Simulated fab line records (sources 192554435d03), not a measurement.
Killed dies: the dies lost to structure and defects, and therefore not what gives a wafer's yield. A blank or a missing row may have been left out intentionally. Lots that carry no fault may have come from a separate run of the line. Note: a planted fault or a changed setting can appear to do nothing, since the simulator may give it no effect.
Matching of chambers	flow n5Finfet	N5_PMOS_HMC_CHANNEL_EPI_ETCH_38 on rieSi-05 has 4 sister chambers
The step etches SiO2 in CF4, target depth 1.5 nm. 4 wafers are shown with their chamber, then 12 later ones without.

## WAFERS PAIRED WITH THEIR CHAMBERS
wafer	chamber	drypumpMotorCurrentA (A)
L089.5	0	5.5
L089.6	3	6.3
L090.5	2	5.0
L090.6	1	5.8

## WAFERS WITH NO CHAMBER GIVEN
wafer	drypumpMotorCurrentA (A)
L092.1	5.0
L092.2	5.5
L092.5	6.3
L093.1	5.0
L093.4	6.3
L093.5	5.7
L095.4	5.8
L095.5	5.5
L095.6	6.3
L097.2	5.5
L097.4	6.3
L097.5	5.7

## EACH ONE'S CHAMBER
wafer	from the rows above	in truth
L092.1	2	2
L092.2	0	0
L092.5	3	3
L093.1	2	2
L093.4	3	3
L093.5	1	1
L095.4	1	1
L095.5	0	0
L095.6	3	3
L097.2	0	0
L097.4	3	3
L097.5	1	1
Correctly placed: 12 of 12. From these rows, 0 cannot be placed. Placed wrongly: 0.
How it was worked out, from the rows above alone: a wafer's distance from a chamber is the root of the sum, over the readings, of the square of ((its reading less the chamber's mean) divided by the reading's scatter). If the next closest chamber is less than 2 further off than the closest, the wafer can't be placed; otherwise it belongs to the closest. A chamber's mean is the mean of its shown wafers. The scatter: root of mean squared gap, hidden wafer to nearest shown wafer, with one shown wafer a chamber.
